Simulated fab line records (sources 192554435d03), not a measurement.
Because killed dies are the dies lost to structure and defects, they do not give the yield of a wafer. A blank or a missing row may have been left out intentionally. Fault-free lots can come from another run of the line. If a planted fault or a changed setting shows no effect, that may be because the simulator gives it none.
Chamber matching / flow n5-finfet / N5_FIN_SAQP_MANDREL1_REMOVE_56 on rie-si-03 has 4 sister chambers
The step chemistry HBr/Cl2/O2, target a-Si, stops on SiNx, bt time 10 s. 8 wafers are shown with their chamber, then 9 later ones without.

== WAFERS WITH THEIR CHAMBER ==
wafer=L076.1; chamber=1; throttle-valve-pct (%)=36.74; drypump-motor-current-A (A)=6.2
wafer=L078.3; chamber=0; throttle-valve-pct (%)=36.48; drypump-motor-current-A (A)=5.8
wafer=L078.4; chamber=3; throttle-valve-pct (%)=36.42; drypump-motor-current-A (A)=5.8
wafer=L082.4; chamber=3; throttle-valve-pct (%)=36.42; drypump-motor-current-A (A)=5.7
wafer=L082.5; chamber=2; throttle-valve-pct (%)=36.43; drypump-motor-current-A (A)=6.0
wafer=L083.2; chamber=2; throttle-valve-pct (%)=36.44; drypump-motor-current-A (A)=6.0
wafer=L083.5; chamber=0; throttle-valve-pct (%)=36.48; drypump-motor-current-A (A)=5.8
wafer=L083.6; chamber=1; throttle-valve-pct (%)=36.75; drypump-motor-current-A (A)=6.2

== WAFERS WHOSE CHAMBER IS MISSING ==
wafer=L086.1; throttle-valve-pct (%)=36.41; drypump-motor-current-A (A)=6.0
wafer=L086.4; throttle-valve-pct (%)=36.77; drypump-motor-current-A (A)=6.2
wafer=L086.5; throttle-valve-pct (%)=36.48; drypump-motor-current-A (A)=5.8
wafer=L089.1; throttle-valve-pct (%)=36.75; drypump-motor-current-A (A)=6.2
wafer=L089.2; throttle-valve-pct (%)=36.43; drypump-motor-current-A (A)=6.0
wafer=L089.4; throttle-valve-pct (%)=36.41; drypump-motor-current-A (A)=5.8
wafer=L097.1; throttle-valve-pct (%)=36.74; drypump-motor-current-A (A)=6.2
wafer=L097.4; throttle-valve-pct (%)=36.43; drypump-motor-current-A (A)=5.7
wafer=L097.6; throttle-valve-pct (%)=36.74; drypump-motor-current-A (A)=6.2

== THE CHAMBER EACH PASSED THROUGH ==
wafer=L086.1; from the rows above=2; in truth=2
wafer=L086.4; from the rows above=1; in truth=1
wafer=L086.5; from the rows above=0; in truth=0
wafer=L089.1; from the rows above=1; in truth=1
wafer=L089.2; from the rows above=2; in truth=2
wafer=L089.4; from the rows above=3; in truth=3
wafer=L097.1; from the rows above=1; in truth=1
wafer=L097.4; from the rows above=3; in truth=3
wafer=L097.6; from the rows above=1; in truth=1
Placed correctly: 9 of 9. Left unplaced by these rows: 0. Wrongly placed: 0.
How it was worked out, from the rows above alone: a wafer's distance from a chamber is the root of the sum, over the readings, of the square of ((its reading less the chamber's mean) divided by the reading's scatter). If the next closest chamber is less than 2 further off than the closest, the wafer can't be placed; otherwise it belongs to the closest. The mean given for a chamber averages the wafers shown for that chamber. The scatter: the root of (the sum of the squares of (reading less its chamber's mean) over the shown wafers, divided by (wafers less chambers)).
